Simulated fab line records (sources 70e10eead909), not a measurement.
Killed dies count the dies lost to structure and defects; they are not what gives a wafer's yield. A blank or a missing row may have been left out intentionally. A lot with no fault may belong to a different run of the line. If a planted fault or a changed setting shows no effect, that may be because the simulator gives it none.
fab line records	flow nandHarc
[record] lots = 24	wafers = 72	lastDay = 24
route steps=1159 shown A_BLC@983 A_M0@1005 A_M1@1037
lots that met no fault: taken from a fault-free run of the same line
startH: the number of hours between the record's first day and the start of the first shown wafer of the lot	waitH: hours since the lot's step before	" repeats the value in the row above	L1.1+2: a single row standing in for several wafers	- no value present, or no start provided	* or withheld: withheld	< > ~ a bound
route shown NAME@n: NAME is a module with steps in the file, n the number in the route of the first one	usual: the fault-free wafers' mean and standard deviation	same: alike in all rows	chamber/n: place in a boat	sites: the reading at each site	_std_site: how widely they spread, as a standard deviation	_edge_site: inner sites' mean taken away from outer sites' mean	radiusMm: for every site, how far away it sits from the centre of the wafer	mask NAME#n: copy n	behind: the most recent tool/chamber to have shaped the wafer	hold: why the lot was held/for how many hours/how that ended	device: transistor that didn't switch, given as n, p or np	end of line: the tests these same wafers got at the end of their route	for a step that has no rows: nothing shown but its recipe	killed: at the first sort, the dies lost to defects and structure; wafer yield is something else	map: shows each die of a wafer: x if killed, . if not, _ if none is there
set.NAME: setting as actually run; set.NAME@STEP: the setting as run at that earlier step	model.NAME: the simulator's own value behind a step, which no gauge read
steps of the route over a sample of lots; a table a step, a row a wafer
services: a tool's chamber out of use, with start hour (startH, from the record's first day; less than 0 if before it), hours out, and reason
[[steps]]
[step NHARC_A_BLC_STRIP_21]
[recipe] o2FlowSccm = 500	arFlowSccm = 0	biasW = 0	chemistry = O2
[usual] chamberPressureMTorr = 60.00/0.057	drypumpMotorCurrentA = 5.8/0.55	oesProductAu = 1.002/0.008	rfVppV = 58.0/0.87	showerheadPlenumPTorr = 3.59/0.13	throttleValvePct = 17.037/0.0094
lot.wafer	tool	chamber	startH	waitH	chamberPressureMTorr	drypumpMotorCurrentA	oesProductAu	rfHoursCounterH	rfVppV	showerheadPlenumPTorr	throttleValvePct
L074.4	rieDiel-13	1	388.55	0.1	59.92	5.5	1.005	11	59.3	3.75	17.036
L074.1	"	2	"	"	60.06	6.6	1.005	10	57.5	3.72	17.040
L074.6	"	0	"	"	60.07	5.4	0.993	-	57.6	3.74	17.050
L077.1	rieDiel-13	0	407.79	0.1	59.94	5.5	1.001	10	58.4	3.74	17.023
L077.3	"	1	"	"	60.01	5.5	1.009	12	58.3	3.75	17.030
L077.6	"	3	"	"	59.97	5.1	1.003	-	58.1	3.43	17.025
L075.5	rieDiel-13	3	410.08	0.1	60.10	5.1	1.007	-	57.3	3.43	17.048
L075.4	"	1	"	"	60.01	5.5	1.000	-	57.9	3.75	17.033
L075.6	"	2	"	"	60.03	6.5	0.998	-	57.9	3.72	17.020
L078.2	rieDiel-11	3	426.67	0.1	59.98	6.3	1.011	5	58.4	3.52	17.029
L078.4	"	2	"	"	60.01	5.2	0.997	6	58.1	3.41	17.028
L078.6	"	0	"	"	59.95	6.6	1.000	-	57.8	3.58	17.043
L076.1	rieDiel-11	0	427.00	0.1	59.97	6.6	1.006	6	57.8	3.58	17.043
L076.3	"	1	"	"	59.98	5.9	0.998	6	58.1	3.68	17.059
L076.6	"	2	"	"	59.95	5.2	1.001	-	57.1	3.41	17.048
L079.4	rieDiel-11	1	427.62	0.1	59.97	5.9	1.000	6	58.0	3.68	17.036
L079.2	"	2	"	"	59.96	5.3	0.977	6	57.7	3.41	17.044
L079.6	"	2	"	"	60.05	5.2	0.994	-	58.2	3.41	17.029
L080.1	rieDiel-11	1	432.57	0.1	60.08	5.9	1.003	7	58.4	3.68	17.040
L080.6	"	0	"	"	60.01	6.6	0.996	-	57.4	3.58	17.029
L080.5	"	1	"	"	59.96	5.9	1.000	-	57.7	3.68	17.034
L081.1	rieDiel-11	0	433.27	0.1	60.07	6.6	0.996	7	58.9	3.58	17.041
L081.4	"	1	"	"	59.98	5.9	1.006	7	56.6	3.68	17.035
L081.6	"	2	"	"	59.95	5.2	0.992	-	58.9	3.41	17.039
L083.4	rieDiel-13	1	448.40	0.1	60.09	5.5	0.996	16	57.4	3.74	17.029
L083.3	"	0	"	"	60.03	5.4	0.993	14	58.1	3.73	17.032
L083.5	"	1	"	"	59.98	5.5	0.998	-	58.4	3.74	17.048
L082.2	rieDiel-13	0	450.72	0.1	60.07	5.4	0.988	14	58.5	3.73	17.040
L082.4	"	2	"	"	60.11	6.6	0.986	16	58.4	3.72	17.040
L082.6	"	0	"	"	59.98	5.4	0.986	-	58.5	3.73	17.027
L085.1	rieDiel-11	0	459.39	0.3	59.92	6.6	1.011	10	58.7	3.58	17.049
L085.5	"	2	"	"	60.02	5.2	1.007	-	58.5	3.41	17.021
L085.6	"	3	"	"	60.04	6.3	1.013	-	57.7	3.52	17.028
L084.4	rieDiel-02	2	460.09	0.1	59.95	6.2	0.985	42	58.1	3.54	17.036
L084.2	"	0	"	"	60.02	5.7	1.000	36	57.1	3.75	17.047
L084.5	"	1	"	"	60.05	5.3	0.994	-	57.7	3.59	17.046
L088.4	rieDiel-11	3	466.24	0.1	60.07	6.3	1.007	10	57.6	3.52	17.038
L088.1	"	1	"	"	59.97	5.9	1.007	11	59.2	3.68	17.043
L088.5	"	3	"	"	60.06	6.3	0.998	-	58.8	3.52	17.052
L086.2	rieDiel-13	3	469.22	0.1	60.00	5.1	1.001	1	56.1	3.42	17.033
L086.1	"	1	"	"	60.08	5.5	1.008	1	57.8	3.74	17.034
L086.4	"	2	"	"	60.02	6.5	0.993	1	59.2	3.72	17.045
L087.3	rieDiel-13	0	474.69	0.1	59.95	5.5	1.004	2	57.7	3.73	17.029
L087.2	"	1	"	"	60.05	5.5	1.000	2	57.4	3.74	17.035
L087.6	"	2	"	"	59.96	6.5	1.000	-	59.9	3.72	17.038
L090.1	rieDiel-11	3	475.91	0.1	59.93	6.3	0.995	12	58.5	3.52	17.031
L090.4	"	0	"	"	59.99	6.6	1.001	12	58.1	3.58	17.027
L090.6	"	0	"	"	59.97	6.6	1.001	-	57.7	3.58	17.034
L089.4	rieDiel-11	2	476.67	0.1	60.00	5.3	1.005	12	58.1	3.40	17.056
L089.2	"	3	"	"	60.03	6.2	1.013	12	58.0	3.52	17.043
L089.5	"	1	"	"	60.03	5.9	1.015	-	56.7	3.68	17.048
L091.3	rieDiel-11	1	495.35	0.1	60.02	5.9	1.013	14	58.2	3.68	17.012
L091.1	"	3	"	"	59.88	6.3	1.016	13	57.0	3.51	17.036
L091.6	"	1	"	"	59.93	5.9	0.999	-	57.6	3.68	17.043
L092.1	rieDiel-13	0	495.93	0.1	59.93	5.5	1.001	3	58.6	3.73	17.030
L092.4	"	2	"	"	59.95	6.5	1.008	4	58.6	3.71	17.026
L092.6	"	3	"	"	60.02	5.1	1.013	-	57.1	3.42	17.043
L093.2	rieDiel-13	3	497.72	0.1	60.04	5.1	1.006	4	57.0	3.42	17.019
L093.3	"	1	"	"	59.95	5.5	1.009	4	58.0	3.74	17.045
L093.6	"	0	"	"	60.07	5.4	0.995	-	59.2	3.73	17.030
L097.1	rieDiel-11	0	515.93	0.1	60.07	6.6	1.003	15	57.8	3.57	17.045
L097.4	"	1	"	"	60.04	5.9	1.003	15	58.6	3.68	17.043
L097.6	"	1	"	"	59.93	5.9	0.997	-	57.9	3.68	17.042
L095.3	rieDiel-11	3	520.56	0.1	59.91	6.3	1.006	16	57.8	3.51	17.035
L095.2	"	0	"	"	60.03	6.6	1.009	16	57.3	3.57	17.023
L095.5	"	2	"	"	59.98	5.2	0.999	-	57.1	3.40	17.047
L094.3	rieDiel-11	0	521.25	0.1	60.01	6.7	1.003	16	58.7	3.57	17.034
L094.5	"	0	"	"	60.06	6.7	1.001	-	57.6	3.57	17.045
L094.6	"	1	"	"	59.92	5.9	1.001	-	58.1	3.68	17.036
L096.1	rieDiel-11	0	523.91	0.1	59.94	6.7	1.012	16	57.5	3.57	17.027
L096.2	"	1	"	"	59.90	5.8	1.001	16	58.0	3.68	17.031
L096.4	"	3	"	"	60.09	6.3	1.010	16	59.0	3.51	17.030
[step NHARC_A_BLC_CMP_25]
[recipe] tOverpolishS = 30	targetThkNm = 150
[usual] motorCurrentA = 12.1/1	overpolishRunS = 29.999/0.0086	retainingRingPressureFrac = 1.000/0.0054	slurryFilterDpKPa = 13.50/0.13	timeToEndpointS = 30.7/2
lot.wafer	tool	chamber	startH	waitH	motorCurrentA	overpolishRunS	retainingRingPressureFrac	slurryFilterDpKPa	timeToEndpointS
L074.1	cmp-02	0	399.51	0.4	11.9	30.006	0.997	13.26	25.8
L074.4	"	3	"	"	13.4	29.998	0.990	13.64	27.3
L074.6	"	1	"	"	12.3	30.007	1.000	13.54	27.8
L077.3	cmp-01	2	409.35	0.2	10.1	29.993	1.009	13.51	28.0
L077.1	"	0	"	"	12.3	30.004	0.999	13.73	32.3
L077.6	"	3	"	"	11.0	29.991	1.000	13.54	29.9
L075.4	cmp-03	0	411.50	0.3	12.8	29.983	0.991	13.73	27.7
L075.5	"	2	"	"	10.5	30.000	0.995	13.51	29.6
L075.6	"	3	"	"	12.5	30.000	1.006	13.52	29.1
L078.2	cmp-03	2	429.86	0.4	10.5	30.002	1.004	13.50	30.6
L078.4	"	3	"	"	12.6	29.999	0.996	13.79	28.9
L078.6	"	1	"	"	13.1	29.991	1.000	13.57	33.2
L076.3	cmp-03	2	430.23	0.3	10.9	29.990	0.994	13.58	28.8
L076.1	"	3	"	"	12.4	29.997	1.000	13.42	28.1
L076.6	"	2	"	"	10.9	30.001	0.999	13.45	29.3
L079.4	cmp-02	3	430.26	0.2	13.4	30.017	0.996	13.44	30.5
L079.2	"	0	"	"	12.2	30.006	0.999	13.61	28.7
L079.6	"	0	"	"	12.8	29.999	0.998	13.31	27.2
L080.1	cmp-01	0	437.18	0.4	12.6	29.991	0.990	13.38	31.3
L080.6	"	3	"	"	11.4	29.984	1.004	13.55	29.7
L080.5	"	0	"	"	12.1	30.000	0.992	13.46	32.6
L081.4	cmp-03	3	437.18	0.2	12.0	29.996	0.999	13.60	30.9
L081.1	"	0	"	"	12.0	30.013	1.010	13.40	31.1
L081.6	"	3	"	"	12.4	29.995	0.997	13.57	33.0
L083.3	cmp-03	1	449.94	0.3	13.2	30.010	0.998	13.51	34.2
L083.4	"	3	"	"	12.8	30.009	1.003	13.56	30.5
L083.5	"	2	"	"	11.2	30.001	1.002	13.58	34.1
L082.2	cmp-02	2	452.13	0.4	11.5	29.981	1.003	13.59	30.4
L082.4	"	0	"	"	12.3	30.005	0.998	13.53	29.4
L082.6	"	2	"	"	11.5	30.015	0.999	13.42	28.0
L085.1	cmp-01	1	463.24	0.4	11.3	30.001	1.005	13.59	29.6
L085.6	"	3	"	"	10.8	30.011	1.002	13.37	28.7
L085.5	"	0	"	"	12.7	30.000	0.997	13.46	30.6
L084.2	cmp-02	1	464.39	0.4	12.5	29.997	0.991	13.63	31.3
L084.4	"	0	"	"	11.7	30.006	1.004	13.54	33.6
L084.5	"	1	"	"	12.2	30.005	0.999	13.27	32.7
L088.1	cmp-02	2	467.66	0.4	11.6	30.015	1.011	13.32	29.4
L088.4	"	0	"	"	12.1	29.991	0.999	13.41	29.9
L088.5	"	2	"	"	11.7	30.003	1.003	13.56	32.6
L086.4	cmp-03	0	472.90	0.2	12.9	30.004	1.008	13.55	31.0
L086.2	"	1	"	"	13.8	30.005	0.998	13.66	31.0
L086.1	"	3	"	"	12.9	29.985	0.994	13.24	31.7
L087.2	cmp-02	2	476.12	0.5	12.0	29.983	1.006	13.37	33.8
L087.3	"	0	"	"	11.5	29.988	0.995	13.58	28.7
L087.6	"	1	"	"	12.9	30.002	1.001	13.68	30.5
L090.1	cmp-01	3	482.70	0.4	10.9	30.020	1.002	13.82	30.5
L090.4	"	1	"	"	10.8	29.998	0.994	13.37	30.2
L090.6	"	2	"	"	10.5	30.001	0.988	13.54	33.3
L089.2	cmp-02	3	483.16	0.4	13.9	30.010	0.998	13.33	30.3
L089.4	"	0	"	"	12.5	29.993	1.000	13.21	30.4
L089.5	"	1	"	"	12.9	30.001	1.005	13.61	32.4
L091.3	cmp-03	0	498.63	0.3	12.8	30.002	0.994	13.47	30.2
L091.1	"	1	"	"	13.1	29.996	0.999	13.35	30.4
L091.6	"	0	"	"	13.2	29.998	1.000	13.58	31.0
L092.4	cmp-01	2	503.36	0.2	10.4	30.019	1.006	13.61	31.4
L092.1	"	3	"	"	10.3	29.997	0.990	13.61	32.8
L092.6	"	3	"	"	10.7	29.997	0.986	13.42	27.5
L093.3	cmp-02	0	503.82	0.3	12.2	30.000	0.996	13.61	29.9
L093.2	"	1	"	"	12.6	30.010	1.002	13.36	31.7
L093.6	"	3	"	"	13.0	29.981	1.003	13.49	31.6
L097.1	cmp-03	3	517.35	0.4	12.9	29.995	0.994	13.39	30.1
L097.4	"	1	"	"	13.3	30.011	0.992	13.24	30.8
L097.6	"	3	"	"	12.3	30.004	1.007	13.59	31.5
L095.2	cmp-03	2	522.18	0.4	10.5	29.991	1.002	13.53	32.0
L095.3	"	3	"	"	13.2	29.991	1.006	13.50	28.8
L095.5	"	2	"	"	10.6	29.985	0.993	13.64	30.8
L094.3	cmp-03	3	522.65	0.3	12.6	29.998	0.996	13.44	28.3
L094.5	"	3	"	"	12.5	29.997	0.998	13.52	30.5
L094.6	"	0	"	"	12.0	30.012	1.002	13.73	29.9
L096.4	cmp-02	3	525.31	0.3	13.5	30.003	1.009	13.44	34.8
L096.2	"	0	"	"	12.4	29.999	1.001	13.67	35.9
L096.1	"	2	"	"	11.7	29.987	0.991	13.28	34.6
[step NHARC_A_BLC_INSPECT_28]
[usual] rawDefectCount = 423/110
lot.wafer	tool	chamber	startH	waitH	rawDefectCount
L074.1	defectInspect-02	-	399.91	0.1	413
L074.4	"	-	"	"	541
L074.6	"	-	"	"	413
L077.1	defectInspect-01	-	409.78	0.1	413
L077.3	"	-	"	"	274
L077.6	"	-	"	"	329
L075.4	defectInspect-01	-	411.86	0.1	551
L075.5	"	-	"	"	788
L075.6	"	-	"	"	785
L078.2	defectInspect-01	-	430.23	0.1	554
L078.4	"	-	"	"	353
L078.6	"	-	"	"	487
L076.1	defectInspect-02	-	430.61	0.1	607
L076.3	"	-	"	"	369
L076.6	"	-	"	"	252
L079.2	defectInspect-01	-	430.66	0.1	453
L079.4	"	-	"	"	637
L079.6	"	-	"	"	343
L080.1	defectInspect-02	-	437.55	0.1	384
L080.5	"	-	"	"	303
L080.6	"	-	"	"	402
L081.1	defectInspect-02	-	437.58	0.1	814
L081.4	"	-	"	"	409
L081.6	"	-	"	"	651
L083.3	defectInspect-01	-	450.36	0.1	399
L083.4	"	-	"	"	617
L083.5	"	-	"	"	601
L082.2	defectInspect-01	-	452.51	0.1	343
L082.4	"	-	"	"	384
L082.6	"	-	"	"	401
L085.1	defectInspect-02	-	463.60	0.1	341
L085.5	"	-	"	"	453
L085.6	"	-	"	"	308
L084.2	defectInspect-02	-	464.79	0.1	320
L084.4	"	-	"	"	439
L084.5	"	-	"	"	356
L088.1	defectInspect-02	-	468.04	0.1	260
L088.4	"	-	"	"	276
L088.5	"	-	"	"	325
L086.1	defectInspect-02	-	473.32	0.1	370
L086.2	"	-	"	"	410
L086.4	"	-	"	"	465
L087.2	defectInspect-02	-	476.50	0.1	377
L087.3	"	-	"	"	365
L087.6	"	-	"	"	395
L090.1	defectInspect-01	-	483.07	0.1	422
L090.4	"	-	"	"	361
L090.6	"	-	"	"	497
L089.2	defectInspect-02	-	483.52	0.1	353
L089.4	"	-	"	"	288
L089.5	"	-	"	"	349
L091.1	defectInspect-01	-	499.03	0.1	496
L091.3	"	-	"	"	531
L091.6	"	-	"	"	269
L092.1	defectInspect-01	-	503.76	0.1	442
L092.4	"	-	"	"	421
L092.6	"	-	"	"	374
L093.2	defectInspect-01	-	504.20	0.1	340
L093.3	"	-	"	"	443
L093.6	"	-	"	"	585
L097.1	defectInspect-01	-	517.73	0.1	274
L097.4	"	-	"	"	423
L097.6	"	-	"	"	391
L095.2	defectInspect-01	-	522.58	0.1	334
L095.3	"	-	"	"	353
L095.5	"	-	"	"	339
L094.3	defectInspect-01	-	523.06	0.1	525
L094.5	"	-	"	"	464
L094.6	"	-	"	"	538
L096.1	defectInspect-01	-	525.71	0.1	468
L096.2	"	-	"	"	417
L096.4	"	-	"	"	447
[step NHARC_A_M0_OVL_MEAS_10]
[recipe] pitchNm = 160
[usual] overlayXNm = -0.1/0.81	overlayYNm = 0.0/0.75
lot.wafer	tool	chamber	startH	waitH	overlayXNm	overlayYNm
L074.1	overlay-02	-	400.77	-	-0.6	-0.6
L074.4	"	-	"	"	-0.9	-0.6
L074.6	"	-	"	"	-0.5	-1.0
L077.1	overlay-02	-	410.65	-	-0.3	1.0
L077.3	"	-	"	"	0.0	1.1
L077.6	"	-	"	"	-0.6	0.6
L075.4	overlay-02	-	412.85	-	0.2	1.0
L075.5	"	-	"	"	0.1	0.9
L075.6	"	-	"	"	-0.1	0.5
L078.2	overlay-02	-	431.23	-	-2.5	-1.3
L078.4	"	-	"	"	-2.5	-0.7
L078.6	"	-	"	"	-2.2	-0.8
L076.1	overlay-01	-	431.73	-	0.6	1.1
L076.3	"	-	"	"	0.8	0.4
L076.6	"	-	"	"	0.7	-0.3
L079.2	overlay-01	-	431.77	-	-0.6	-0.8
L079.4	"	-	"	"	-0.2	-0.7
L079.6	"	-	"	"	-0.8	-0.3
L080.1	overlay-02	-	438.54	-	-0.5	-0.4
L080.5	"	-	"	"	0.1	-0.8
L080.6	"	-	"	"	0.3	-0.2
L081.1	overlay-02	-	438.73	-	-1.0	0.0
L081.4	"	-	"	"	-0.7	0.1
L081.6	"	-	"	"	-1.3	-0.2
L083.3	overlay-01	-	451.22	-	0.3	0.4
L083.4	"	-	"	"	0.4	0.0
L083.5	"	-	"	"	-0.1	0.6
L082.2	overlay-02	-	453.50	-	0.1	-1.3
L082.4	"	-	"	"	-0.1	-0.7
L082.6	"	-	"	"	-1.0	-0.4
L085.1	overlay-01	-	464.59	-	-0.5	0.7
L085.5	"	-	"	"	-0.6	0.6
L085.6	"	-	"	"	-0.1	0.8
L084.2	overlay-01	-	465.78	-	0.0	0.5
L084.4	"	-	"	"	-0.2	0.5
L084.5	"	-	"	"	-0.2	0.8
L088.1	overlay-02	-	469.04	-	0.2	0.5
L088.4	"	-	"	"	0.4	0.2
L088.5	"	-	"	"	0.6	0.6
L086.1	overlay-02	-	474.89	-	0.6	0.7
L086.2	"	-	"	"	0.9	0.6
L086.4	"	-	"	"	0.6	0.3
L087.2	overlay-02	-	478.10	-	0.5	0.0
L087.3	"	-	"	"	0.8	-0.7
L087.6	"	-	"	"	1.0	-0.5
L090.1	overlay-01	-	483.94	-	0.8	0.2
L090.4	"	-	"	"	0.6	0.5
L090.6	"	-	"	"	0.6	0.2
L089.2	overlay-02	-	484.50	-	-0.7	0.7
L089.4	"	-	"	"	-0.5	0.8
L089.5	"	-	"	"	-1.3	0.7
L091.1	overlay-02	-	500.06	-	0.6	-0.9
L091.3	"	-	"	"	-0.1	-1.0
L091.6	"	-	"	"	-0.5	-1.1
L092.1	overlay-02	-	504.75	-	-1.2	-1.0
L092.4	"	-	"	"	-1.4	-0.8
L092.6	"	-	"	"	-0.7	-0.6
L093.2	overlay-01	-	505.19	-	-0.9	-0.4
L093.3	"	-	"	"	-1.2	-0.9
L093.6	"	-	"	"	-1.3	-0.3
L097.1	overlay-02	-	518.72	-	1.6	0.3
L097.4	"	-	"	"	1.2	0.1
L097.6	"	-	"	"	0.6	-0.2
L095.2	overlay-01	-	523.56	-	0.4	1.7
L095.3	"	-	"	"	0.6	1.6
L095.5	"	-	"	"	0.8	1.9
L094.3	overlay-01	-	524.04	-	-0.8	0.0
L094.5	"	-	"	"	-0.5	-0.5
L094.6	"	-	"	"	-1.1	-0.7
L096.1	overlay-01	-	526.72	-	0.3	-0.8
L096.2	"	-	"	"	0.3	-0.4
L096.4	"	-	"	"	0.6	-0.5
[step NHARC_A_M0_CMP_23]
[recipe] tOverpolishS = 20	targetThkNm = 113.75
[usual] motorCurrentA = 12.2/1.1	retainingRingPressureFrac = 1.000/0.005	slurryFilterDpKPa = 13.50/0.13	timeToEndpointS = 29.4/2.3
lot.wafer	tool	chamber	startH	waitH	motorCurrentA	retainingRingPressureFrac	slurryFilterDpKPa	timeToEndpointS
L074.4	cmp-01	3	403.01	-	10.9	0.999	13.42	28.9
L074.1	"	2	"	"	10.3	1.004	13.54	27.3
L074.6	"	3	"	"	11.3	0.998	13.43	32.2
L077.3	cmp-04	0	412.77	-	11.8	1.003	13.57	31.1
L077.1	"	1	"	"	15.5	0.999	13.56	31.0
L077.6	"	1	"	"	14.8	0.993	13.38	30.4
L075.4	cmp-04	1	414.95	-	14.1	0.991	13.35	33.3
L075.6	"	1	"	"	15.0	0.994	13.66	32.7
L075.5	"	2	"	"	13.5	1.003	13.59	30.5
L078.4	cmp-01	1	433.46	-	11.0	0.999	13.57	30.9
L078.2	"	2	"	"	10.6	1.009	13.70	30.2
L078.6	"	2	"	"	9.9	1.003	13.50	31.7
L076.1	cmp-02	2	434.05	-	11.9	1.003	13.51	27.0
L076.3	"	3	"	"	12.4	1.000	13.36	23.6
L076.6	"	3	"	"	13.3	1.001	13.53	25.0
L079.2	cmp-04	0	434.21	-	12.2	1.005	13.50	30.5
L079.4	"	1	"	"	13.8	1.003	13.58	30.6
L079.6	"	3	"	"	11.4	0.998	13.65	29.9
L080.1	cmp-02	2	440.68	-	12.3	1.002	13.59	28.1
L080.5	"	2	"	"	11.8	1.006	13.63	27.4
L080.6	"	3	"	"	12.7	0.996	13.73	25.8
L081.1	cmp-04	2	440.98	-	12.9	0.990	13.23	29.3
L081.4	"	3	"	"	11.5	0.994	13.61	30.7
L081.6	"	3	"	"	11.5	0.995	13.69	28.8
L083.3	cmp-02	0	453.37	-	12.6	0.998	13.29	27.2
L083.4	"	2	"	"	11.9	1.000	13.45	23.6
L083.5	"	3	"	"	14.3	1.001	13.75	28.1
L082.4	cmp-01	1	455.95	-	11.3	0.993	13.60	26.7
L082.2	"	3	"	"	10.3	0.998	13.40	27.4
L082.6	"	1	"	"	10.8	0.998	13.39	27.8
L085.1	cmp-02	0	466.77	-	12.0	1.004	13.59	26.4
L085.6	"	1	"	"	12.2	0.994	13.48	30.8
L085.5	"	2	"	"	12.0	1.005	13.47	27.0
L084.2	cmp-02	1	467.93	-	12.7	1.010	13.78	30.2
L084.4	"	2	"	"	11.8	0.998	13.38	28.4
L084.5	"	1	"	"	13.1	1.004	13.67	29.1
L088.4	cmp-02	0	471.15	-	12.9	1.003	13.44	27.7
L088.1	"	2	"	"	11.9	0.994	13.59	30.1
L088.5	"	1	"	"	13.0	0.996	13.60	30.5
L086.1	cmp-02	2	476.99	-	12.0	1.006	13.52	29.4
L086.2	"	0	"	"	12.6	0.998	13.49	29.4
L086.4	"	1	"	"	12.6	1.000	13.69	31.0
L087.2	cmp-02	0	480.19	-	11.9	0.999	13.42	31.0
L087.3	"	3	"	"	12.6	1.000	13.48	29.3
L087.6	"	0	"	"	12.0	0.996	13.34	29.6
L090.4	cmp-04	3	486.13	-	11.8	0.999	13.59	29.7
L090.1	"	0	"	"	11.9	0.994	13.21	30.4
L090.6	"	0	"	"	11.2	0.998	13.31	29.7
L089.4	cmp-01	0	486.68	-	12.6	0.993	13.51	29.7
L089.2	"	1	"	"	11.1	0.998	13.67	28.3
L089.5	"	2	"	"	9.6	0.998	13.37	27.5
L091.3	cmp-04	1	502.25	-	14.6	0.997	13.56	30.4
L091.1	"	2	"	"	13.0	1.001	13.40	29.0
L091.6	"	0	"	"	11.2	1.002	13.74	30.0
L092.1	cmp-01	0	506.89	-	12.8	0.993	13.40	35.3
L092.4	"	3	"	"	10.7	0.994	13.61	31.0
L092.6	"	1	"	"	11.0	1.006	13.61	28.8
L093.2	cmp-02	0	507.42	-	12.3	1.001	13.28	30.3
L093.3	"	2	"	"	11.3	0.998	13.23	30.1
L093.6	"	1	"	"	12.4	1.005	13.62	34.3
L097.4	cmp-04	2	520.85	-	12.8	0.998	13.67	26.3
L097.1	"	3	"	"	11.3	1.009	13.57	28.8
L097.6	"	3	"	"	11.7	0.993	13.44	24.1
L095.3	cmp-02	3	525.84	-	12.9	1.007	13.54	33.0
L095.2	"	2	"	"	11.8	0.996	13.64	33.3
L095.5	"	3	"	"	13.1	1.004	13.69	32.0
L094.3	cmp-04	0	526.36	-	10.9	0.999	13.43	27.5
L094.6	"	1	"	"	14.9	1.007	13.49	29.1
L094.5	"	2	"	"	13.1	0.991	13.38	28.1
L096.4	cmp-01	1	528.84	-	10.8	0.996	13.51	28.6
L096.2	"	2	"	"	10.4	0.997	13.52	29.5
L096.1	"	3	"	"	10.8	1.008	13.57	27.7
[step NHARC_A_M1_OVL_MEAS_10]
[recipe] pitchNm = 240
[usual] overlayXNm = 0.0/0.87	overlayYNm = 0.0/0.66
lot.wafer	tool	chamber	startH	waitH	overlayXNm	overlayYNm
L074.1	overlay-02	-	405.15	-	-0.8	0.4
L074.4	"	-	"	"	-1.4	0.4
L074.6	"	-	"	"	-0.7	0.5
L077.1	overlay-02	-	414.86	-	1.7	0.2
L077.3	"	-	"	"	2.1	0.8
L077.6	"	-	"	"	1.5	0.2
L075.4	overlay-02	-	416.99	-	0.6	1.1
L075.5	"	-	"	"	0.7	0.4
L075.6	"	-	"	"	1.0	0.4
L078.2	overlay-01	-	435.43	-	0.7	-0.8
L078.4	"	-	"	"	0.5	-1.0
L078.6	"	-	"	"	0.1	-1.1
L076.1	overlay-02	-	435.98	-	-0.9	-0.3
L076.3	"	-	"	"	-1.4	-0.2
L076.6	"	-	"	"	-0.9	-0.3
L079.2	overlay-01	-	436.13	-	-0.2	0.4
L079.4	"	-	"	"	-0.2	0.4
L079.6	"	-	"	"	0.0	0.7
L080.1	overlay-01	-	442.49	-	-0.7	-0.8
L080.5	"	-	"	"	-0.4	-0.5
L080.6	"	-	"	"	-0.4	-0.3
L081.1	overlay-01	-	442.91	-	-0.2	0.9
L081.4	"	-	"	"	0.0	0.6
L081.6	"	-	"	"	0.9	0.6
L083.3	overlay-02	-	455.53	-	0.2	0.2
L083.4	"	-	"	"	-0.3	0.8
L083.5	"	-	"	"	-0.2	0.6
L082.2	overlay-01	-	457.91	-	1.3	-1.4
L082.4	"	-	"	"	0.8	-1.0
L082.6	"	-	"	"	1.1	-0.7
L085.1	overlay-01	-	468.53	-	-1.3	-0.1
L085.5	"	-	"	"	-0.6	0.2
L085.6	"	-	"	"	-0.7	0.4
L084.2	overlay-01	-	470.19	-	0.5	0.6
L084.4	"	-	"	"	-0.2	0.5
L084.5	"	-	"	"	-0.2	0.7
L088.1	overlay-02	-	473.11	-	1.3	0.8
L088.4	"	-	"	"	1.0	0.4
L088.5	"	-	"	"	0.9	0.5
L086.1	overlay-02	-	478.92	-	0.2	-0.9
L086.2	"	-	"	"	-0.1	-0.6
L086.4	"	-	"	"	0.2	-0.5
L087.2	overlay-02	-	482.20	-	0.1	0.0
L087.3	"	-	"	"	0.1	0.2
L087.6	"	-	"	"	-0.2	-0.2
L090.1	overlay-01	-	488.78	-	-0.3	0.2
L090.4	"	-	"	"	0.0	0.6
L090.6	"	-	"	"	0.2	0.0
L089.2	overlay-01	-	489.69	-	0.7	-0.5
L089.4	"	-	"	"	0.2	0.0
L089.5	"	-	"	"	0.4	-0.5
L091.1	overlay-02	-	504.05	-	-1.2	1.2
L091.3	"	-	"	"	-1.4	1.1
L091.6	"	-	"	"	-0.9	1.4
L092.1	overlay-02	-	508.86	-	0.4	0.3
L092.4	"	-	"	"	0.5	0.2
L092.6	"	-	"	"	0.5	0.2
L093.2	overlay-02	-	509.41	-	-0.6	-0.3
L093.3	"	-	"	"	-0.4	-0.2
L093.6	"	-	"	"	-0.5	-0.5
L097.1	overlay-01	-	522.81	-	-1.3	-0.6
L097.4	"	-	"	"	-1.2	-0.5
L097.6	"	-	"	"	-0.7	-0.7
L095.2	overlay-01	-	527.82	-	-1.7	-0.2
L095.3	"	-	"	"	-1.7	-0.6
L095.5	"	-	"	"	-1.8	-0.8
L094.3	overlay-02	-	528.54	-	-0.3	-0.2
L094.5	"	-	"	"	0.0	-0.6
L094.6	"	-	"	"	0.2	-0.5
L096.1	overlay-02	-	530.79	-	1.2	0.7
L096.2	"	-	"	"	1.4	0.8
L096.4	"	-	"	"	0.5	0.4
[[services]]
tool	chamber	startH	hours	kind
rieDiel-11	-	366.50	9.0	pm
rieDiel-13	0	369.93	4.4	repair
cmp-01	-	375.65	4.0	pm
cmp-02	-	389.05	1.1	repair
cmp-04	-	399.25	4.0	pm
rieDiel-13	-	406.54	0.9	repair
rieDiel-13	0	409.01	2.5	repair
rieDiel-13	-	410.37	3.6	repair
cmp-01	-	412.07	3.7	repair
rieDiel-13	3	415.71	10.0	repair
rieDiel-11	1	422.22	2.5	repair
cmp-02	-	422.71	4.0	pm
rieDiel-02	0	429.35	9.5	repair
cmp-03	-	442.01	0.3	repair
cmp-03	-	450.09	4.0	pm
cmp-02	-	450.83	1.1	repair
rieDiel-13	-	453.00	9.0	pm
rieDiel-02	2	460.66	16.7	repair
cmp-01	-	473.65	4.0	pm
rieDiel-11	1	486.21	4.2	repair
cmp-01	-	492.59	4.4	repair
cmp-04	-	497.25	4.0	pm
rieDiel-02	-	504.77	9.0	pm
cmp-02	-	520.71	4.0	pm
[[key]]
fault none
